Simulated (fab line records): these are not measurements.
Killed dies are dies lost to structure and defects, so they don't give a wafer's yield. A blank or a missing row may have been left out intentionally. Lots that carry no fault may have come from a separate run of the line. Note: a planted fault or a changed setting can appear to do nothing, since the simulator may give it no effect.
Comparing a struck lot with a sound one -- flow n5_finfet -- 15 out of 1938 route steps
Sound: these wafers, L525.1, L525.2, L525.4. Struck: wafer L536.3. (L536.1 of the same lot was not struck and is left out.) The cause comes at the end.
Each step with rows lists, per side, the tool, then ch with its chambers, then its first start. Under that, the readings that differ: sound wafers -- struck wafers -- difference of the means -- sigmas: that difference in standard deviations of wafers without a fault.
alike: readings whose means differ by less than 2 such deviations, and words and numbers that are the same on both sides. not compared: withheld readings, readings that some wafer has no value for, bounds like >300 that may hide the same value, and numbers for which the record gives no deviation and whose values overlap.
Wherever a step has rows on one side only, a row that says differs or no value, or a row with sigmas, the two part there. When numbers do not overlap yet have no deviation, they are printed without sigmas and do not part them. Lack of a reading on every wafer of one side parts them only where that side has two or more wafers.

N5_BEOL_M15_SPUTTER_45: material Cu, target thk 100 nm, time 16.67 s.
  sound on pvd_sputter-01 at day 12 11:40; struck on pvd_sputter-02 at day 15 16:28
  alike: chuck_sensor_temp_C, throttle_valve_pct
then, 1 step without rows for these wafers: N5_BEOL_M15_ECD_47 (material Cu, target thk 1860 nm).
N5_BEOL_M15_ANNEAL_48: time 90 s.
  sound on rtp_anneal-02 ch 0, day 12 12:01; struck on rtp_anneal-01 ch 0, day 15 16:50
  alike: wafer_temp_C_max
then, 1 step without rows for these wafers: N5_BEOL_M15_CMP_49 (polishes, stops on SiO2, t overpolish 4.9 s, target thk 850 nm).
N5_BEOL_M15_THK_MEAS_50: measures by xrf.
  sound on film_metro-01 at day 12 12:37; struck on film_metro-01 at day 15 17:25
  alike: M15_THK
then, 1 step without rows for these wafers: N5_BEOL_M15_PRE_CLEAN_52 (time 15 s).
N5_BEOL_M15_DEP_53: deposits SiCN from 3MS/NH3, target thk 50 nm, time 17.8 s.
  sound on pecvd-04 ch 1,2, day 12 12:40; struck on pecvd-04 ch 1, day 15 17:29
  alike: showerhead_plenum_p_Torr, throttle_valve_pct
  not compared: since_wet_clean_h
N5_BEOL_M15_RS_MEAS_54: a four-point-probe measurement.
  sound on film_metro-02 at day 12 12:44; struck on film_metro-02 at day 15 17:33
  alike: M15_RS
N5_BEOL_M15_INSPECT_55: inspects for defects (darkfield).
  sound on defect_inspect-02 at day 12 12:46; struck on defect_inspect-02 at day 15 17:34
  alike: raw_defect_count
N5_BEOL_M15_RC_MEAS_101:
  sound on prober-02 ch 0, day 12 12:47; struck on prober-01 ch 0, day 15 17:36
reading,sound,struck,difference,sigmas
COMB_M10 (S/m),2.3e-11 2.2e-11 1.9e-11,1.2e-11,-9.3e-12,-3
COMB_M13 (S/m),5.8e-12 6e-12 7.9e-12,3.2e-12,-3.4e-12,-4
COMB_M15 (S/m),4.4e-12 2.7e-12 2.5e-12,1.6e-12,-1.6e-12,-2
SERP_M14 (ohm/um),0.160 0.168 0.156,0.149,-0.012,-2
  alike: COMB_M11, COMB_M12, COMB_M12_max_site, COMB_M14, COMB_M5, COMB_M6, COMB_M7, COMB_M8, COMB_M9, SERP_M10, SERP_M10_max_site, SERP_M11, SERP_M12, SERP_M12_max_site, SERP_M13, SERP_M5, SERP_M6, SERP_M7, SERP_M8, SERP_M9
then, 1 step without rows for these wafers: N5_PASSIVATION_PECVD_00 (deposits SiO2 from SiH4/N2O, target thk 200 nm, time 11.2 s).
N5_MIM_BOT_DEGAS_01: time 60 s.
  sound on pvd_sputter-03 at day 12 14:16; struck on pvd_sputter-02 at day 15 19:22
  alike: heater_power_w
N5_MIM_BOT_SPUTTER_00: material TiN, target thk 35 nm, time 89.7 s.
  sound on pvd_sputter-03 at day 12 14:19; struck on pvd_sputter-02 at day 15 19:25
reading,sound,struck,difference,sigmas
model.TiN_of_MIM_BOT_SPUTTER_00.thk_nm (nm),34.8 34.2 35,17.6,-17.1,
  alike: throttle_valve_pct
N5_MIM_TOP_ALD_00: deposits Al2O3, purge time 3 s, co reactant pulse time 3 s.
  sound on ald_hk-01 ch 0,1,3, day 12 14:25; struck on ald_hk-03 ch 0, day 15 19:31
  alike: precursor_pulse_height_rel
N5_PASSIVATION_PROBE_49:
  record: rows for the struck wafers here (prober-02, day 16 08:48), none for the sound ones

== WHERE THEY PART ==
Earliest at N5_BEOL_M15_RC_MEAS_101; latest, in this record, at N5_PASSIVATION_PROBE_49.

WHY: whatever the simulator had introduced
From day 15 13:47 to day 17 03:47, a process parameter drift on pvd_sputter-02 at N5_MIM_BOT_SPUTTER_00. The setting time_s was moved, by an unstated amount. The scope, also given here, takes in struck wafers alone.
